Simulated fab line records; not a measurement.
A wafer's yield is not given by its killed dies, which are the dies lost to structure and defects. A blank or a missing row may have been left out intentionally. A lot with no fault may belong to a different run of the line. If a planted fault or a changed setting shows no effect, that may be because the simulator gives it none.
Matching of chambers || flow n5_finfet || 4 sister chambers for N5_BEOL_M3_ETCH_74 on rie_diel-04
The step etches underlayer in N2/H2, target depth 6.5 nm, time 5.2 s. 18 wafers are shown with their chamber, then 9 later ones without.

## EACH WAFER AND ITS CHAMBER
{"wafer": "L077.2", "chamber": 3, "showerhead_plenum_p_Torr (Torr)": 2.40, "throttle_valve_pct (%)": 18.10, "drypump_motor_current_A (A)": 5.9}
{"wafer": "L077.3", "chamber": 0, "showerhead_plenum_p_Torr (Torr)": 2.49, "throttle_valve_pct (%)": 17.57, "drypump_motor_current_A (A)": 5.4}
{"wafer": "L077.5", "chamber": 2, "showerhead_plenum_p_Torr (Torr)": 2.72, "throttle_valve_pct (%)": 17.69, "drypump_motor_current_A (A)": 4.7}
{"wafer": "L079.2", "chamber": 3, "showerhead_plenum_p_Torr (Torr)": 2.40, "throttle_valve_pct (%)": 18.13, "drypump_motor_current_A (A)": 6.0}
{"wafer": "L079.4", "chamber": 2, "showerhead_plenum_p_Torr (Torr)": 2.72, "throttle_valve_pct (%)": 17.69, "drypump_motor_current_A (A)": 4.8}
{"wafer": "L079.6", "chamber": 3, "showerhead_plenum_p_Torr (Torr)": 2.40, "throttle_valve_pct (%)": 18.13, "drypump_motor_current_A (A)": 5.9}
{"wafer": "L082.1", "chamber": 0, "showerhead_plenum_p_Torr (Torr)": 2.49, "throttle_valve_pct (%)": 17.60, "drypump_motor_current_A (A)": 5.4}
{"wafer": "L082.2", "chamber": 2, "showerhead_plenum_p_Torr (Torr)": 2.72, "throttle_valve_pct (%)": 17.73, "drypump_motor_current_A (A)": 4.8}
{"wafer": "L082.5", "chamber": 2, "showerhead_plenum_p_Torr (Torr)": 2.72, "throttle_valve_pct (%)": 17.73, "drypump_motor_current_A (A)": 4.7}
{"wafer": "L083.2", "chamber": 0, "showerhead_plenum_p_Torr (Torr)": 2.49, "throttle_valve_pct (%)": 17.60, "drypump_motor_current_A (A)": 5.4}
{"wafer": "L083.3", "chamber": 3, "showerhead_plenum_p_Torr (Torr)": 2.40, "throttle_valve_pct (%)": 18.13, "drypump_motor_current_A (A)": 5.9}
{"wafer": "L083.4", "chamber": 0, "showerhead_plenum_p_Torr (Torr)": 2.49, "throttle_valve_pct (%)": 17.59, "drypump_motor_current_A (A)": 5.4}
{"wafer": "L084.1", "chamber": 3, "showerhead_plenum_p_Torr (Torr)": 2.40, "throttle_valve_pct (%)": 18.13, "drypump_motor_current_A (A)": 5.9}
{"wafer": "L084.2", "chamber": 2, "showerhead_plenum_p_Torr (Torr)": 2.72, "throttle_valve_pct (%)": 17.74, "drypump_motor_current_A (A)": 4.7}
{"wafer": "L084.3", "chamber": 0, "showerhead_plenum_p_Torr (Torr)": 2.49, "throttle_valve_pct (%)": 17.60, "drypump_motor_current_A (A)": 5.4}
{"wafer": "L086.1", "chamber": 1, "showerhead_plenum_p_Torr (Torr)": 2.61, "throttle_valve_pct (%)": 17.52, "drypump_motor_current_A (A)": 5.1}
{"wafer": "L086.2", "chamber": 2, "showerhead_plenum_p_Torr (Torr)": 2.71, "throttle_valve_pct (%)": 17.73, "drypump_motor_current_A (A)": 4.7}
{"wafer": "L086.4", "chamber": 0, "showerhead_plenum_p_Torr (Torr)": 2.48, "throttle_valve_pct (%)": 17.61, "drypump_motor_current_A (A)": 5.4}

SIGNATURES (means of the wafers above)
{"reading": "showerhead_plenum_p_Torr", "chamber 0": 2.4883, "chamber 1": 2.6100, "chamber 2": 2.7183, "chamber 3": 2.4000, "scatter within a chamber": 0.00345}
{"reading": "throttle_valve_pct", "chamber 0": 17.5950, "chamber 1": 17.5200, "chamber 2": 17.7183, "chamber 3": 18.1240, "scatter within a chamber": 0.0172}
{"reading": "drypump_motor_current_A", "chamber 0": 5.400, "chamber 1": 5.100, "chamber 2": 4.733, "chamber 3": 5.920, "scatter within a chamber": 0.039}
Rule: a wafer lies at a distance from a chamber equal to the root of the sum of squares, over the readings, of (its reading less the chamber's mean, divided by the reading's scatter). The wafer belongs to the nearest chamber; if the next one is less than 2 further off, it can't be placed. The scatter is the square root of a quotient: the sum, over the shown wafers, of each reading's squared deviation from its chamber's mean, divided by wafers minus chambers.

## WAFERS WHOSE CHAMBER IS MISSING
{"wafer": "L087.1", "showerhead_plenum_p_Torr (Torr)": 2.48, "throttle_valve_pct (%)": 17.63, "drypump_motor_current_A (A)": 5.4}
{"wafer": "L087.5", "showerhead_plenum_p_Torr (Torr)": 2.40, "throttle_valve_pct (%)": 18.18, "drypump_motor_current_A (A)": 5.9}
{"wafer": "L087.6", "showerhead_plenum_p_Torr (Torr)": 2.48, "throttle_valve_pct (%)": 17.60, "drypump_motor_current_A (A)": 5.4}
{"wafer": "L089.2", "showerhead_plenum_p_Torr (Torr)": 2.48, "throttle_valve_pct (%)": 17.59, "drypump_motor_current_A (A)": 5.4}
{"wafer": "L089.5", "showerhead_plenum_p_Torr (Torr)": 2.39, "throttle_valve_pct (%)": 18.17, "drypump_motor_current_A (A)": 5.9}
{"wafer": "L089.6", "showerhead_plenum_p_Torr (Torr)": 2.48, "throttle_valve_pct (%)": 17.64, "drypump_motor_current_A (A)": 5.4}
{"wafer": "L095.1", "showerhead_plenum_p_Torr (Torr)": 2.60, "throttle_valve_pct (%)": 17.53, "drypump_motor_current_A (A)": 5.1}
{"wafer": "L095.2", "showerhead_plenum_p_Torr (Torr)": 2.48, "throttle_valve_pct (%)": 17.63, "drypump_motor_current_A (A)": 5.4}
{"wafer": "L095.6", "showerhead_plenum_p_Torr (Torr)": 2.48, "throttle_valve_pct (%)": 17.63, "drypump_motor_current_A (A)": 5.4}

## EACH ONE'S CHAMBER
{"wafer": "L087.1", "from the rows above": 0, "in truth": 0}
{"wafer": "L087.5", "from the rows above": 3, "in truth": 3}
{"wafer": "L087.6", "from the rows above": 0, "in truth": 0}
{"wafer": "L089.2", "from the rows above": 0, "in truth": 0}
{"wafer": "L089.5", "from the rows above": 3, "in truth": 3}
{"wafer": "L089.6", "from the rows above": 0, "in truth": 0}
{"wafer": "L095.1", "from the rows above": 1, "in truth": 1}
{"wafer": "L095.2", "from the rows above": 0, "in truth": 0}
{"wafer": "L095.6", "from the rows above": 0, "in truth": 0}
Correctly placed: 9 of 9. Can't be placed from these rows: 0. Placed wrongly: 0.
